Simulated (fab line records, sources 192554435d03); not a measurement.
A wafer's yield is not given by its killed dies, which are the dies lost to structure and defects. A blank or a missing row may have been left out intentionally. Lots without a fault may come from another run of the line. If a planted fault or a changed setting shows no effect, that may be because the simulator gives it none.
Which tool did it? / flow n5 finfet / Sampling: 11 lots, 32 wafers, 5 of 1938 route steps

WHAT THE GAUGES READ, wafer by wafer
N5_BEOL_M4_RC_MEAS_101. Usual: DIBL_N 35.8 mV/V, standard deviation 1.7; DIBL_P 35.3 mV/V, standard deviation 2; IOFF_N 0.150 nA/um, standard deviation 0.026; IOFF_P 0.194 nA/um, standard deviation 0.029; ION_N 667 uA/um, standard deviation 11; ION_P 456 uA/um, standard deviation 7.1; SS_N 71.4 mV/dec, standard deviation 0.65; SS_P 73.1 mV/dec, standard deviation 0.64; VT_N 251 mV, standard deviation 3; VT_N_LVT 99 mV, standard deviation 3.1; VT_P -252 mV, standard deviation 3.2; VT_P_LONG -276.3 mV, standard deviation 2.6.
lot=L241; measured=day 9 17:53; on=prober-01; DIBL_N (mV/V)=36.5 32.5 35.6; DIBL_P (mV/V)=36.8 32.0 36.5; IOFF_N (nA/um)=0.156 0.103 0.150; IOFF_P (nA/um)=0.193 0.136 0.190; ION_N (uA/um)=678 649 675; ION_P (uA/um)=461 447 466; SS_N (mV/dec)=72.2 70.9 71.2; SS_P (mV/dec)=73.0 71.8 74.1; VT_N (mV)=253 258 250; VT_N_LVT (mV)=97 103 98; VT_P (mV)=-252 -258 -254; VT_P_LONG (mV)=-276.2 -278.4 -277.1; flag=
lot=L244; measured=day 10 23:08; on=prober-02; DIBL_N (mV/V)=36.3 35.5 35.1; DIBL_P (mV/V)=39.2 38.0 37.0; IOFF_N (nA/um)=0.181 0.148 0.158; IOFF_P (nA/um)=0.208 0.189 0.186; ION_N (uA/um)=679 659 675; ION_P (uA/um)=459 453 458; SS_N (mV/dec)=71.7 72.0 71.8; SS_P (mV/dec)=73.6 73.9 72.7; VT_N (mV)=248 249 252; VT_N_LVT (mV)=94 99 96; VT_P (mV)=-252 -253 -253; VT_P_LONG (mV)=-279.6 -277.1 -279.2; flag=
lot=L246; measured=day 11 08:04; on=prober-02; DIBL_N (mV/V)=33.9 31.8 34.2; DIBL_P (mV/V)=32.9 31.0 33.7; IOFF_N (nA/um)=0.125 0.097 0.125; IOFF_P (nA/um)=0.150 0.135 0.157; ION_N (uA/um)=669 644 662; ION_P (uA/um)=448 443 453; SS_N (mV/dec)=71.4 69.8 71.0; SS_P (mV/dec)=72.4 72.2 72.5; VT_N (mV)=255 256 253; VT_N_LVT (mV)=101 105 101; VT_P (mV)=-255 -257 -254; VT_P_LONG (mV)=-273.9 -276.8 -275.9; flag=
lot=L247; measured=day 11 20:26; on=prober-02; DIBL_N (mV/V)=34.8 35.6 34.6; DIBL_P (mV/V)=34.4 35.2 33.4; IOFF_N (nA/um)=0.118 0.126 0.110; IOFF_P (nA/um)=0.165 0.167 0.152; ION_N (uA/um)=659 649 638; ION_P (uA/um)=450 448 445; SS_N (mV/dec)=70.4 71.1 70.9; SS_P (mV/dec)=72.9 72.2 72.4; VT_N (mV)=254 254 257; VT_N_LVT (mV)=104 102 106; VT_P (mV)=-255 -256 -259; VT_P_LONG (mV)=-275.5 -280.6 -279.3; flag=
lot=L248; measured=day 12 05:59; on=prober-02; DIBL_N (mV/V)=34.0 32.6 36.1; DIBL_P (mV/V)=35.8 33.2 38.3; IOFF_N (nA/um)=0.141 0.123 0.184; IOFF_P (nA/um)=0.208 0.172 0.250; ION_N (uA/um)=676 667 680; ION_P (uA/um)=468 458 468; SS_N (mV/dec)=70.9 70.8 71.3; SS_P (mV/dec)=72.7 71.9 73.2; VT_N (mV)=250 251 247; VT_N_LVT (mV)=99 101 95; VT_P (mV)=-249 -251 -243; VT_P_LONG (mV)=-273.1 -274.7 -273.5; flag=
lot=L249; measured=day 12 09:15; on=prober-01; DIBL_N (mV/V)=36.8 36.0 36.3; DIBL_P (mV/V)=35.8 34.6 36.0; IOFF_N (nA/um)=0.160 0.148 0.154; IOFF_P (nA/um)=0.220 0.216 0.232; ION_N (uA/um)=670 672 666; ION_P (uA/um)=466 463 463; SS_N (mV/dec)=71.6 71.1 71.7; SS_P (mV/dec)=73.3 73.3 73.3; VT_N (mV)=251 250 250; VT_N_LVT (mV)=100 102 101; VT_P (mV)=-246 -245 -246; VT_P_LONG (mV)=-273.1 -273.9 -271.6; flag=
lot=L252; measured=day 12 22:44; on=prober-02; DIBL_N (mV/V)=37.4 32.9; DIBL_P (mV/V)=38.0 32.1; IOFF_N (nA/um)=0.163 0.104; IOFF_P (nA/um)=0.148 0.162; ION_N (uA/um)=681 668; ION_P (uA/um)=444 461; SS_N (mV/dec)=70.8 70.4; SS_P (mV/dec)=73.6 72.0; VT_N (mV)=250 254; VT_N_LVT (mV)=86 104; VT_P (mV)=-261 -252; VT_P_LONG (mV)=-288.8 -272.6; flag=
lot=L260; measured=day 14 23:49; on=prober-01; DIBL_N (mV/V)=36.1 38.2 34.3; DIBL_P (mV/V)=35.1 36.6 31.9; IOFF_N (nA/um)=0.165 0.209 0.121; IOFF_P (nA/um)=0.231 0.262 0.186; ION_N (uA/um)=666 691 652; ION_P (uA/um)=467 470 458; SS_N (mV/dec)=71.9 71.8 70.9; SS_P (mV/dec)=72.7 73.3 72.6; VT_N (mV)=245 243 251; VT_N_LVT (mV)=96 93 103; VT_P (mV)=-246 -244 -251; VT_P_LONG (mV)=-271.2 -268.7 -271.6; flag=
lot=L261; measured=day 15 02:43; on=prober-01; DIBL_N (mV/V)=33.6 33.7 33.3; DIBL_P (mV/V)=33.6 32.3 32.0; IOFF_N (nA/um)=0.139 0.123 0.122; IOFF_P (nA/um)=0.173 0.147 0.149; ION_N (uA/um)=664 652 652; ION_P (uA/um)=454 452 445; SS_N (mV/dec)=70.7 70.9 70.9; SS_P (mV/dec)=72.6 71.9 72.5; VT_N (mV)=250 254 251; VT_N_LVT (mV)=95 100 99; VT_P (mV)=-253 -257 -256; VT_P_LONG (mV)=-279.8 -280.9 -279.6; flag=
lot=L262; measured=day 15 08:19; on=prober-01; DIBL_N (mV/V)=34.3 36.6 34.5; DIBL_P (mV/V)=34.8 37.6 35.9; IOFF_N (nA/um)=0.117 0.153 0.129; IOFF_P (nA/um)=0.170 0.217 0.184; ION_N (uA/um)=668 666 674; ION_P (uA/um)=463 458 463; SS_N (mV/dec)=70.9 71.9 71.3; SS_P (mV/dec)=73.4 73.2 73.1; VT_N (mV)=255 253 252; VT_N_LVT (mV)=101 101 100; VT_P (mV)=-253 -251 -253; VT_P_LONG (mV)=-276.7 -277.8 -278.7; flag=
lot=L264; measured=day 15 13:35; on=prober-02; DIBL_N (mV/V)=36.4 32.1 38.1; DIBL_P (mV/V)=37.8 30.6 38.0; IOFF_N (nA/um)=0.167 0.103 0.195; IOFF_P (nA/um)=0.192 0.114 0.186; ION_N (uA/um)=676 649 674; ION_P (uA/um)=457 443 452; SS_N (mV/dec)=71.4 70.6 72.7; SS_P (mV/dec)=73.8 71.6 73.5; VT_N (mV)=247 255 247; VT_N_LVT (mV)=93 101 94; VT_P (mV)=-252 -260 -255; VT_P_LONG (mV)=-281.2 -279.7 -278.9; flag=

WHAT TOOL EACH LOT RAN ON (gives the tool, then ch and the chambers of the sampled wafers, and finally the start)
lot=L241; N5_HKMG_FIN_ALD_74=ald hk-03 ch 0,2, day 4 02:07; N5_BEOL_M4_ANNEAL_82=pvd sputter-01, day 9 15:33; N5_BEOL_M4_ANNEAL_93=pvd sputter-01, day 9 16:26; N5_BEOL_M4_PRE_CLEAN_60=cvd co-01 ch 0,1,2, day 9 17:37
lot=L244; N5_HKMG_FIN_ALD_74=ald hk-02 ch 0,1,3, day 4 17:38; N5_BEOL_M4_ANNEAL_82=pvd sputter-02, day 10 20:46; N5_BEOL_M4_ANNEAL_93=pvd sputter-02, day 10 21:39; N5_BEOL_M4_PRE_CLEAN_60=cvd co-01 ch 0,1, day 10 22:51
lot=L246; N5_HKMG_FIN_ALD_74=ald hk-03 ch 1,3, day 5 09:53; N5_BEOL_M4_ANNEAL_82=pvd sputter-01, day 11 05:44; N5_BEOL_M4_ANNEAL_93=pvd sputter-01, day 11 06:37; N5_BEOL_M4_PRE_CLEAN_60=cvd co-01 ch 0,1,2, day 11 07:47
lot=L247; N5_HKMG_FIN_ALD_74=ald hk-03 ch 1,2,3, day 5 14:58; N5_BEOL_M4_ANNEAL_82=pvd sputter-01, day 11 18:05; N5_BEOL_M4_ANNEAL_93=pvd sputter-01, day 11 18:58; N5_BEOL_M4_PRE_CLEAN_60=cvd co-01 ch 0,1, day 11 20:09
lot=L248; N5_HKMG_FIN_ALD_74=ald hk-03 ch 0,2,3, day 5 21:07; N5_BEOL_M4_ANNEAL_82=pvd sputter-02, day 12 03:12; N5_BEOL_M4_ANNEAL_93=pvd sputter-02, day 12 04:05; N5_BEOL_M4_PRE_CLEAN_60=cvd co-01 ch 0,2, day 12 05:43
lot=L249; N5_HKMG_FIN_ALD_74=ald hk-01 ch 0,3, day 6 07:49; N5_BEOL_M4_ANNEAL_82=pvd sputter-02, day 12 06:36; N5_BEOL_M4_ANNEAL_93=pvd sputter-02, day 12 07:29; N5_BEOL_M4_PRE_CLEAN_60=cvd co-02 ch 0,2, day 12 08:40
lot=L252; N5_HKMG_FIN_ALD_74=ald hk-03 ch 0,3, day 7 00:40; N5_BEOL_M4_ANNEAL_82=pvd sputter-03, day 12 20:14; N5_BEOL_M4_ANNEAL_93=pvd sputter-03, day 12 21:07; N5_BEOL_M4_PRE_CLEAN_60=cvd co-02 ch 0,1, day 12 22:18
lot=L260; N5_HKMG_FIN_ALD_74=ald hk-02 ch 1,2,3, day 8 20:56; N5_BEOL_M4_ANNEAL_82=pvd sputter-03, day 14 21:05; N5_BEOL_M4_ANNEAL_93=pvd sputter-03, day 14 21:58; N5_BEOL_M4_PRE_CLEAN_60=cvd co-02 ch 0,1,2, day 14 23:31
lot=L261; N5_HKMG_FIN_ALD_74=ald hk-01 ch 1,2,3, day 9 03:18; N5_BEOL_M4_ANNEAL_82=pvd sputter-03, day 15 00:05; N5_BEOL_M4_ANNEAL_93=pvd sputter-03, day 15 00:58; N5_BEOL_M4_PRE_CLEAN_60=cvd co-01 ch 0,2, day 15 02:22
lot=L262; N5_HKMG_FIN_ALD_74=ald hk-03 ch 1,2, day 9 06:13; N5_BEOL_M4_ANNEAL_82=pvd sputter-02, day 15 05:34; N5_BEOL_M4_ANNEAL_93=pvd sputter-02, day 15 06:27; N5_BEOL_M4_PRE_CLEAN_60=cvd co-01 ch 0,2, day 15 07:50
lot=L264; N5_HKMG_FIN_ALD_74=ald hk-02 ch 1,2, day 9 19:49; N5_BEOL_M4_ANNEAL_82=pvd sputter-01, day 15 11:01; N5_BEOL_M4_ANNEAL_93=pvd sputter-01, day 15 11:54; N5_BEOL_M4_PRE_CLEAN_60=cvd co-01 ch 0,2, day 15 13:05
- N5_HKMG_FIN_ALD_74: deposits La2O3, target thk 0.5 nm, pulse time 6 s, co reactant pulse time 1 s.
- N5_BEOL_M4_ANNEAL_82: time 240 s.
- N5_BEOL_M4_ANNEAL_93: time 240 s.
- N5_BEOL_M4_PRE_CLEAN_60: time 15 s.

WHAT THE TOOLS THEMSELVES READ (means of the sampled wafers that have a number; where no wafer has one, the mark that the record gives instead)
N5_HKMG_FIN_ALD_74. Usual: heater power w 346 W, standard deviation 29; precursor pulse height rel 0.998, standard deviation 0.02.
lot=L241; tool=ald hk-03; heater power w (W)=366; precursor pulse height rel=0.987; flag=
lot=L244; tool=ald hk-02; heater power w (W)=348; precursor pulse height rel=0.998; flag=
lot=L246; tool=ald hk-03; heater power w (W)=332; precursor pulse height rel=1.023; flag=
lot=L247; tool=ald hk-03; heater power w (W)=348; precursor pulse height rel=0.988; flag=
lot=L248; tool=ald hk-03; heater power w (W)=374; precursor pulse height rel=0.982; flag=
lot=L249; tool=ald hk-01; heater power w (W)=290; precursor pulse height rel=1.022; flag=
lot=L252; tool=ald hk-03; heater power w (W)=360; precursor pulse height rel=0.993; flag=
lot=L260; tool=ald hk-02; heater power w (W)=344; precursor pulse height rel=0.976; flag=
lot=L261; tool=ald hk-01; heater power w (W)=333; precursor pulse height rel=0.975; flag=
lot=L262; tool=ald hk-03; heater power w (W)=322; precursor pulse height rel=0.990; flag=
lot=L264; tool=ald hk-02; heater power w (W)=355; precursor pulse height rel=1.016; flag=

N5_BEOL_M4_ANNEAL_82. Usual: heater power w 787 W, standard deviation 91.
lot=L241; tool=pvd sputter-01; heater power w (W)=787; flag=
lot=L244; tool=pvd sputter-02; heater power w (W)=698; flag=
lot=L246; tool=pvd sputter-01; heater power w (W)=817; flag=
lot=L247; tool=pvd sputter-01; heater power w (W)=814; flag=
lot=L248; tool=pvd sputter-02; heater power w (W)=748; flag=
lot=L249; tool=pvd sputter-02; heater power w (W)=745; flag=
lot=L252; tool=pvd sputter-03; heater power w (W)=709; flag=
lot=L260; tool=pvd sputter-03; heater power w (W)=734; flag=
lot=L261; tool=pvd sputter-03; heater power w (W)=798; flag=
lot=L262; tool=pvd sputter-02; heater power w (W)=817; flag=
lot=L264; tool=pvd sputter-01; heater power w (W)=839; flag=

N5_BEOL_M4_ANNEAL_93. Usual: heater power w 789 W, standard deviation 93.
lot=L241; tool=pvd sputter-01; heater power w (W)=784; flag=
lot=L244; tool=pvd sputter-02; heater power w (W)=708; flag=
lot=L246; tool=pvd sputter-01; heater power w (W)=831; flag=
lot=L247; tool=pvd sputter-01; heater power w (W)=827; flag=
lot=L248; tool=pvd sputter-02; heater power w (W)=750; flag=
lot=L249; tool=pvd sputter-02; heater power w (W)=741; flag=
lot=L252; tool=pvd sputter-03; heater power w (W)=706; flag=
lot=L260; tool=pvd sputter-03; heater power w (W)=739; flag=
lot=L261; tool=pvd sputter-03; heater power w (W)=803; flag=
lot=L262; tool=pvd sputter-02; heater power w (W)=822; flag=
lot=L264; tool=pvd sputter-01; heater power w (W)=832; flag=

N5_BEOL_M4_PRE_CLEAN_60. Usual: heater power w 72 W, standard deviation 13.
lot=L241; tool=cvd co-01; heater power w (W)=65; flag=
lot=L244; tool=cvd co-01; heater power w (W)=66; flag=
lot=L246; tool=cvd co-01; heater power w (W)=65; flag=
lot=L247; tool=cvd co-01; heater power w (W)=73; flag=
lot=L248; tool=cvd co-01; heater power w (W)=59; flag=
lot=L249; tool=cvd co-02; heater power w (W)=78; flag=
lot=L252; tool=cvd co-02; heater power w (W)=78; flag=
lot=L260; tool=cvd co-02; heater power w (W)=81; flag=
lot=L261; tool=cvd co-01; heater power w (W)=61; flag=
lot=L262; tool=cvd co-01; heater power w (W)=59; flag=
lot=L264; tool=cvd co-01; heater power w (W)=59; flag=

THE ANSWER, worked out from the rows above alone
Rule: take the mean of a lot's wafers that have a number; if it is more than 3 standard deviations from the usual mean, the lot is off. Also off: a lot with no number at a reading for which 4 or more lots have one. The other lots that the step has rows for count as sound. After the gauges, taken in route order, come the tools' own readings; for these a lot's mean is taken, as printed above. At the first step where some lot is off, the reading lying furthest off is the one used; lots without a number count as furthest.
Across all readings shown, no lot is off: no conclusion can be drawn from this.

WHAT HAD BEEN PUT IN BY THE SIMULATOR
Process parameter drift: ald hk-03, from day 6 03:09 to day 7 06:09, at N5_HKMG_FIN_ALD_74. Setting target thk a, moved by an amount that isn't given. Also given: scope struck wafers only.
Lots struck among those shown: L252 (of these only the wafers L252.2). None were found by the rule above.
